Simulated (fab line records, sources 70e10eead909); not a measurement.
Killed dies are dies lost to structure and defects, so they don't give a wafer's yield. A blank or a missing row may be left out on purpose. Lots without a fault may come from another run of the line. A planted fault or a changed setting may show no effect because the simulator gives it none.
Chamber matching | flow nand_harc | NHARC_P_M0_CMP_23 on cmp-04: 4 sister chambers
The step polishes, t overpolish 20 s, target thk 117.54 nm. 4 wafers are shown with their chamber, then 8 later ones without.

WAFERS WITH THEIR CHAMBER
wafer  | chamber | motor_current_A (A)
L086.2 | 2       | 13.5
L086.3 | 0       | 12.7
L087.5 | 1       | 13.9
L088.1 | 3       | 12.7

WAFERS WITHOUT THEIR CHAMBER
wafer  | motor_current_A (A)
L088.2 | 14.8
L088.4 | 13.6
L094.2 | 13.7
L094.4 | 13.0
L094.5 | 11.5
L097.2 | 14.5
L097.3 | 13.7
L097.4 | 13.2

WHICH CHAMBER EACH WENT THROUGH
wafer  | from the rows above               | in truth
L088.2 | can't be placed: 1 or 2           | 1
L088.4 | can't be placed: 2 or 1 or 0 or 3 | 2
L094.2 | can't be placed: 2 or 1 or 0 or 3 | 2
L094.4 | can't be placed: 0 or 3 or 2 or 1 | 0
L094.5 | can't be placed: 0 or 3 or 2      | 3
L097.2 | can't be placed: 1 or 2           | 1
L097.3 | can't be placed: 2 or 1 or 0 or 3 | 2
L097.4 | can't be placed: 2 or 0 or 3 or 1 | 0
Placed correctly: 0 of 8. Can't be placed from these rows: 8 (the true chamber is among the candidates in 8). Placed wrongly: 0.
How it was worked out, from the rows above alone: a wafer's distance from a chamber is the root of the sum, over the readings, of the square of ((its reading less the chamber's mean) divided by the reading's scatter). The wafer belongs to the nearest chamber; if the next one is less than 2 further off, it can't be placed. A chamber's mean is the mean of its shown wafers. The scatter: with one shown wafer a chamber, the root of the mean of the squares of how far each hidden wafer lies from its nearest shown one.
